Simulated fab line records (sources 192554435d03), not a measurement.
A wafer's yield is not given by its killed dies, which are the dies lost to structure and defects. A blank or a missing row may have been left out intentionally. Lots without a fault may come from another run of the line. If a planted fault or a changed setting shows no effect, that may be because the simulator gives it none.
Problem report in the 8D (eight disciplines) form, filled by code | flow n5_finfet | the parts of the form that need people (team, actions taken, sign-off) are left out

== 1. WHAT IS WRONG ==
At N5_PASSIVATION_PROBE_49, killed_at_M4_up averages 1164 over 6 wafers from 2 lots, while fault-free wafers read 13, standard deviation 4.8. So: +99 or more standard deviations from the usual mean.
The first sign was on wafer L997.3 at day 13 19:14, on prober-01. The record has a number at this step for 15 wafers belonging to 5 lots. Rule for "out" (also "out of limits"): further than 4 standard deviations from the usual mean. The other wafers with a number count as sound.

== 2. WHAT THIS IS AND IS NOT ==
question                    | is                                                                                                                               | is not
which readings at this step | killed_at_M4_up, defect_limited_yield, killed_dies, killed_on_rim, killed_open, sort_bin_5_function, sort_n_pass, sort_yield_pct | killed_at_contacts, killed_at_other, sort_bin_6_memory
which lots                  | L997, L998                                                                                                                       | L110, L991, L992
which wafers of those lots  | all that have a number                                                                                                           | -
read on which tools         | prober-01, prober-02                                                                                                             | -
when                        | from day 13 19:14                                                                                                                | up to then (6 sound wafers); but 3 sound wafers of L110 came after

== 3. THE SUSPECTS, EACH WITH WHAT RULES IT OUT ==
Counting: a tool at any process step up to the reading remains a suspect when it ran all the lots that are out and ran no sound lot after the first of those.
- rtp_anneal-01 at N5_BEOL_M3_ANNEAL_51 (time 90 s): ruled out as a lasting fault. After its first lot that is out, L997 (day 8 19:58), sound lots L110 ran on it.
- pecvd-04 at N5_BEOL_M4_ILD_DEP_00 (deposits SiOC from DEMS/O2, target thk 79 nm, time 15.3 s): ruled out as a lasting fault. After its first lot that is out, L997 (day 8 20:48), sound lots L110 ran on it.
Left after counting: nothing in the record.

== 4. THE CAUSE (what the simulator had put in) ==
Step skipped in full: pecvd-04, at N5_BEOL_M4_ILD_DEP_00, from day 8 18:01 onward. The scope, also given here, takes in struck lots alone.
The count ruled it out by mistake, since the rule takes a fault to strike every lot its tool runs from the start of the fault on, and this one did not do so.

== 5. SEQUENCE OF EFFECTS, ordered by route ==
Each row: a reading whose mean over the struck wafers that have a number lies more than 3 standard deviations from the usual. Scope: only readings with a usual standard deviation given in the record; hours: median across lots of the time from each lot's start at the first step in this table that gives one to its start at this step; sigmas: change in usual standard deviations.
hours | step                    | reading              | usual  | on struck wafers | change | sigmas
0     | N5_PASSIVATION_PROBE_49 | defect_limited_yield | 91.3 % | 0.0              | -91.3  | -65
0     | N5_PASSIVATION_PROBE_49 | killed_at_M4_up      | 13     | 1164             | +1151  | +99 or more
0     | N5_PASSIVATION_PROBE_49 | killed_at_front_end  | 40     | 7                | -33    | -3.0
0     | N5_PASSIVATION_PROBE_49 | killed_dies          | 103    | 1180             | +1077  | +67
0     | N5_PASSIVATION_PROBE_49 | killed_on_rim        | 13     | 152              | +139   | +39
0     | N5_PASSIVATION_PROBE_49 | killed_open          | 67     | 12               | -54    | -4.5
0     | N5_PASSIVATION_PROBE_49 | killed_short         | 34     | 6                | -28    | -3.7
0     | N5_PASSIVATION_PROBE_49 | sort_bin_5_function  | 5.1 %  | 72.8             | +67.7  | +71
0     | N5_PASSIVATION_PROBE_49 | sort_n_pass          | 1077   | 0                | -1077  | -67
0     | N5_PASSIVATION_PROBE_49 | sort_yield_pct       | 91.3 % | 0.0              | -91.3  | -65
It contains these process steps:
- N5_PASSIVATION_PROBE_49
Readings that are blank on the struck wafers while sound wafers have them: chamber_pressure_Torr at N5_BEOL_M4_ILD_DEP_00; heater_power_outer_w at N5_BEOL_M4_ILD_DEP_00; heater_power_w at N5_BEOL_M4_ILD_DEP_00; showerhead_plenum_p_Torr at N5_BEOL_M4_ILD_DEP_00; susceptor_temp_C at N5_BEOL_M4_ILD_DEP_00; throttle_valve_pct at N5_BEOL_M4_ILD_DEP_00; trench_depth_nm at N5_BEOL_M4_OCD_MEAS_38.

== 6. WHAT WOULD HAVE CAUGHT IT SOONER ==
First out-of-limits reading in this record: day 13 19:14, which is 121 hours after fault onset at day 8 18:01.
Between N5_BEOL_M4_ILD_DEP_00 and N5_PASSIVATION_PROBE_49, N5_BEOL_M4_OCD_MEAS_38 gave no trench_depth_nm on the struck wafers, where sound wafers have one: a measuring or inspecting step that comes back empty is itself a sign.
At N5_BEOL_M4_ILD_DEP_00 the tool's readings are blank on the struck wafers, where sound wafers have them: an empty tool record is the first sign, and it was there at once.
